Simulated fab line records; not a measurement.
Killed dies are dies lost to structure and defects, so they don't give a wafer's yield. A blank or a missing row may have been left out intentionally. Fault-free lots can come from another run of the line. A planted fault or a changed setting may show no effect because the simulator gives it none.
Struck lot and sound lot, side by side    flow nand harc    13 out of 1302 route steps
Sound: wafers L269.2, L269.3, L269.6. The struck wafers were L276.1, L276.2, L276.5. The cause is named last.
For every step that has rows: the tool of each side, followed by ch and its chambers, followed by its first start. Under that, the readings that differ: sound wafers    struck wafers    difference of the means    sigmas: that difference in standard deviations of wafers without a fault.
alike: words and numbers the same on both sides, and readings whose means are apart by under 2 such deviations; not compared: readings that were withheld, readings missing a value for some wafer, numbers with overlapping values and no deviation given by the record, and bounds like >300 which may hide the same value.
A row with sigmas, a row that says differs or no value, or rows on one side alone: a step with any of these is where the two part. Numbers that have no deviation but don't overlap get no sigmas and don't part them. A reading that every wafer of one side lacks parts them only if that side has two wafers or more.

NHARC_A_ONON_D2_INSPECT_32:
  sound: defect inspect-02 at day 16 14:38; struck: defect inspect-01 at day 19 20:38
  alike: raw defect count
NHARC_A_CHANNEL_HOLE_D2_DEP_00: deposits aC, target thk 3100 nm.
  sound on acl dep-03 ch 0, day 16 18:32; struck on acl dep-03 ch 0, day 19 20:42
  alike: throttle valve pct
  not compared: susceptor temp C
NHARC_A_CHANNEL_HOLE_D2_DEP_01: deposits SiON, target thk 140 nm.
  sound on pecvd-03 ch 0,2, day 16 20:08; struck on pecvd-03 ch 0,1, day 19 22:37
  alike: chamber pressure Torr, heater power w, showerhead vpp V, susceptor temp C
then, 8 steps without rows for these wafers: NHARC_A_CHANNEL_HOLE_D2_DEHYDRATE_02 (time 120 s); NHARC_A_CHANNEL_HOLE_D2_HMDS_03 (time 30 s); NHARC_A_CHANNEL_HOLE_D2_COAT_36 (time 75 s); NHARC_A_CHANNEL_HOLE_D2_COAT_37 (time 65 s); NHARC_A_CHANNEL_HOLE_D2_COAT_04 (resist thk 90 nm); NHARC_A_CHANNEL_HOLE_D2_SOFTBAKE_05 (time 55 s); NHARC_A_CHANNEL_HOLE_D2_EBR_06; NHARC_A_CHANNEL_HOLE_D2_EXPOSE_07 (exposes mask HOLE D2, target cd 100 nm).
NHARC_A_CHANNEL_HOLE_D2_PEB_08: peb time 65 s.
  sound on litho track-06 ch 0, day 16 20:40; struck on litho track-01, day 19 23:16
  no value came back on the struck wafers for chill plate temp C (C), exhaust pa (Pa); on the sound wafers chill plate temp C (C) reads 23.19 23.05 23.00
then, 1 step without rows for these wafers: NHARC_A_CHANNEL_HOLE_D2_DEVELOP_09 (develop time 35 s).

WHERE THEY PART
Only at NHARC_A_CHANNEL_HOLE_D2_PEB_08, within this record.

WHY: the cause the simulator had injected
Entire step skipped (litho track-01, NHARC_A_CHANNEL_HOLE_D2_PEB_08), from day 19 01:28 onward. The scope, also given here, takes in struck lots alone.
